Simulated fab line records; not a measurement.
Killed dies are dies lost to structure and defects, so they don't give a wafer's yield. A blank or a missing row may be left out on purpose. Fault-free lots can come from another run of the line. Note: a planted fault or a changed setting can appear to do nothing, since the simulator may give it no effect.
Which tool did it? -- flow nand harc -- 24 lots (72 wafers sampled), 1 step of a 1302-step route

== WHAT EACH GAUGE READ, for each wafer ==
NHARC_P_M0_INSPECT_11.
lot,measured,on,raw defect count
L074,day 6 05:34,defect inspect-01,4 6 6
L075,day 6 13:04,defect inspect-01,7 7 7
L076,day 7 01:26,defect inspect-02,4 4 4
L077,day 7 05:13,defect inspect-01,6 3 4
L078,day 7 20:40,defect inspect-02,6 12 4
L079,day 8 04:17,defect inspect-02,1 5 6
L080,day 8 16:07,defect inspect-01,1 7 1
L081,day 9 06:04,defect inspect-02,2 1 1
L082,day 9 06:44,defect inspect-01,1 2 4
L083,day 10 01:26,defect inspect-02,4 1 1
L084,day 10 07:34,defect inspect-02,5 5 3
L085,day 10 16:24,defect inspect-02,3 3 3
L086,day 11 12:01,defect inspect-01,2 5 6
L087,day 11 15:50,defect inspect-02,1 5 2
L088,day 12 01:49,defect inspect-02,5 1 3
L089,day 12 11:57,defect inspect-01,4 5 2
L090,day 12 23:38,defect inspect-01,9 4 11
L091,day 13 00:23,defect inspect-01,6 1 3
L092,day 13 12:35,defect inspect-01,2 5 4
L094,day 14 04:22,defect inspect-02,3 5 6
L093,day 14 05:15,defect inspect-01,1 2 7
L095,day 14 17:35,defect inspect-02,5 5 4
L097,day 15 23:34,defect inspect-01,7 5 3
L096,day 16 00:22,defect inspect-02,4 1 2

== WHAT TOOL EACH LOT RAN ON (gives the tool, then ch and the chambers of the sampled wafers, and finally the start) ==
There is no process step in the record ahead of these readings.

== AS READ BY THE TOOLS THEMSELVES (means over the sampled wafers that have a number; for cases with no such wafer, the mark the record gives instead) ==
The record holds no such reading with a usual standard deviation.

== THE ANSWER, worked out from the rows above alone ==
Rule: what is usual is taken from the lots themselves. Put in order of their means at a reading, lots are off if they are a third of the lots or fewer, leave a main group of 4 or more, and stand apart from it by a gap of 3 or more times the standard deviation of the main group's means; of several such gaps the widest counts. A main group is skipped when, at the precision printed for the reading in the tables above, its means are all equal. Also off: a lot with no number at a reading for which 4 or more lots have one. Any other lot the step has rows for is counted as sound. The gauges are gone through in route order, then the tools' own readings, and for those a lot's mean is taken as printed above. At the first step where some lot is off, the reading lying furthest off is the one used; lots without a number count as furthest.
None of the lots is off at any reading shown; this tells nothing.

== WHAT THE SIMULATOR HAD PUT IN ==
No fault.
